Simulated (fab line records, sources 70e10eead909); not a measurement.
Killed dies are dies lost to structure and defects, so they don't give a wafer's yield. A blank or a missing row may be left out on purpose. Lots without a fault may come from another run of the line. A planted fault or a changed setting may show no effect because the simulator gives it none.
Chamber matching | flow nand_harc | NHARC_A_STAIRCASE_DEP_301 on pecvd-01: 3 sister chambers
The step deposits SiON, target thk 30 nm. 22 wafers are shown with their chamber, then 11 later ones without.

WAFERS WITH THEIR CHAMBER
wafer  | chamber | heater_power_w (W)
L076.4 | 2       | 933
L076.5 | 1       | 666
L076.6 | 0       | 602
L078.2 | 0       | 642
L078.3 | 2       | 930
L078.6 | 2       | 899
L080.2 | 2       | 827
L080.3 | 1       | 749
L080.4 | 2       | 813
L083.2 | 2       | 956
L083.3 | 1       | 646
L083.4 | 0       | 519
L083.1 | 0       | 642
L083.5 | 1       | 681
L083.6 | 2       | 943
L085.2 | 2       | 842
L085.3 | 0       | 615
L085.4 | 2       | 836
L087.1 | 1       | 705
L087.4 | 2       | 838
L087.5 | 1       | 698
L088.2 | 2       | 978

SIGNATURES (means of the wafers above)
reading        | chamber 0 | chamber 1 | chamber 2 | scatter within a chamber
heater_power_w | 604.00    | 690.83    | 890.45    | 52.7
Rule: a wafer's distance from a chamber is the root of the sum, over the readings, of the square of ((its reading less the chamber's mean) divided by the reading's scatter). The wafer belongs to the nearest chamber; if the next one is less than 2 further off, it can't be placed. The scatter: the root of (the sum of the squares of (reading less its chamber's mean) over the shown wafers, divided by (wafers less chambers)).

WAFERS WITHOUT THEIR CHAMBER
wafer  | heater_power_w (W)
L088.3 | 609
L088.4 | 711
L092.1 | 733
L092.2 | 611
L092.5 | 909
L094.2 | 567
L094.3 | 733
L094.4 | 948
L097.3 | 639
L097.5 | 800
L097.6 | 728

WHICH CHAMBER EACH WENT THROUGH
wafer  | from the rows above     | in truth
L088.3 | can't be placed: 0 or 1 | 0
L088.4 | can't be placed: 1 or 0 | 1
L092.1 | can't be placed: 1 or 0 | 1
L092.2 | can't be placed: 0 or 1 | 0
L092.5 | 2                       | 2
L094.2 | can't be placed: 0 or 1 | 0
L094.3 | can't be placed: 1 or 0 | 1
L094.4 | 2                       | 2
L097.3 | can't be placed: 0 or 1 | 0
L097.5 | can't be placed: 2 or 1 | 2
L097.6 | can't be placed: 1 or 0 | 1
Placed correctly: 2 of 11. Can't be placed from these rows: 9 (the true chamber is among the candidates in 9). Placed wrongly: 0.
